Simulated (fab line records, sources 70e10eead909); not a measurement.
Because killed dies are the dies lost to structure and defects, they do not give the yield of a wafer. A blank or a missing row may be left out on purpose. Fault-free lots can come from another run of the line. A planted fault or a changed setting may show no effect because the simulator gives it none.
Chamber matching :: flow nand-harc :: cmp-02 running NHARC_P_BONDPAD_CMP_32: 4 sister chambers
The step polishes SiCN, target thk 200 nm. 4 wafers are shown with their chamber, then 7 later ones without.

## WAFERS PAIRED WITH THEIR CHAMBERS
wafer: L284.3
chamber: 2
motor-current-A (A): 10.4

wafer: L285.2
chamber: 1
motor-current-A (A): 12.0

wafer: L286.3
chamber: 0
motor-current-A (A): 11.9

wafer: L286.4
chamber: 3
motor-current-A (A): 12.4

## WAFERS WITH NO CHAMBER GIVEN
wafer: L286.5
motor-current-A (A): 11.7

wafer: L287.2
motor-current-A (A): 11.1

wafer: L287.5
motor-current-A (A): 12.9

wafer: L287.6
motor-current-A (A): 12.0

wafer: L288.1
motor-current-A (A): 12.7

wafer: L288.4
motor-current-A (A): 11.3

wafer: L288.5
motor-current-A (A): 12.6

## WHICH CHAMBER EACH WENT THROUGH
wafer: L286.5
from the rows above: can't be placed: 0 or 1 or 3
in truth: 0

wafer: L287.2
from the rows above: can't be placed: 2 or 0 or 1 or 3
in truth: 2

wafer: L287.5
from the rows above: can't be placed: 3 or 1 or 0
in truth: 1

wafer: L287.6
from the rows above: can't be placed: 1 or 0 or 3
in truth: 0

wafer: L288.1
from the rows above: can't be placed: 3 or 1 or 0
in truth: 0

wafer: L288.4
from the rows above: can't be placed: 0 or 1 or 2 or 3
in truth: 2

wafer: L288.5
from the rows above: can't be placed: 3 or 1 or 0
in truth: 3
Correctly placed: 0 of 7. Not placeable from these rows: 7 (in 7, the candidates include the true chamber). Placed wrongly: 0.
How it was worked out, from the rows above alone: a wafer's distance from a chamber is the root of the sum, over the readings, of the square of ((its reading less the chamber's mean) divided by the reading's scatter). If the next closest chamber is less than 2 further off than the closest, the wafer can't be placed; otherwise it belongs to the closest. The mean given for a chamber averages the wafers shown for that chamber. The scatter: with one shown wafer a chamber, the root of the mean of the squares of how far each hidden wafer lies from its nearest shown one.
